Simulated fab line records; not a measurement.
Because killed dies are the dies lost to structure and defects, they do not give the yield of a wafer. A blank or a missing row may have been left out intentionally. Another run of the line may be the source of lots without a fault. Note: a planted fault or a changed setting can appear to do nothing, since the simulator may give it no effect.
Which of the tools did it? ; flow n5 finfet ; Sampling: 12 lots, 36 wafers, 2 of 1938 route steps

WHAT THE GAUGES SHOWED, per wafer
N5_BEOL_M1_OVL_MEAS_12.
lot;measured;on;M1_OVL (nm)
L075;day 6 06:28;overlay-01;1.4 -0.8 -0.7
L078;day 7 04:32;overlay-01;-0.1 -0.2 -0.1
L079;day 7 10:07;overlay-02;0.1 0.0 -0.7
L081;day 7 18:31;overlay-02;0.6 1.2 0.2
L083;day 8 06:17;overlay-02;0.7 0.4 1.4
L085;day 9 01:57;overlay-01;1.7 1.5 0.0
L086;day 9 09:50;overlay-02;-0.2 1.8 0.8
L089;day 9 23:07;overlay-01;-1.0 0.6 0.7
L091;day 10 06:11;overlay-01;0.3 0.6 1.1
L093;day 10 19:51;overlay-01;0.2 0.3 -0.1
L095;day 11 04:39;overlay-01;0.8 -0.6 -0.5
L097;day 12 03:44;overlay-02;-0.6 0.5 0.7

TOOL THAT RAN EACH LOT (tool first, then ch and the chambers of the sampled wafers, then the start)
lot;N5_BEOL_M0_ANNEAL_117
L075;pvd sputter-03, day 6 04:14
L078;pvd sputter-03, day 6 22:40
L079;pvd sputter-03, day 7 07:28
L081;pvd sputter-03, day 7 16:07
L083;pvd sputter-01, day 8 03:28
L085;pvd sputter-02, day 8 21:18
L086;pvd sputter-01, day 9 07:44
L089;pvd sputter-01, day 9 20:40
L091;pvd sputter-01, day 10 03:28
L093;pvd sputter-02, day 10 16:16
L095;pvd sputter-01, day 11 00:25
L097;pvd sputter-03, day 11 23:52
- N5_BEOL_M0_ANNEAL_117: time 60 s.

THE ANSWER, worked out from the rows above alone
Rule: what is usual is taken from the lots themselves. Put in order of their means at a reading, lots are off if they are a third of the lots or fewer, leave a main group of 4 or more, and stand apart from it by a gap of 3 or more times the standard deviation of the main group's means; of several such gaps the widest counts. A main group whose means are all the same, to the digits that the tables above print for the reading, isn't used. Also off: a lot with no number at a reading for which 4 or more lots have one. The other lots that the step has rows for count as sound.
Nothing can be told from this: no lot is off at any reading shown.

WHAT THE SIMULATOR PUT IN
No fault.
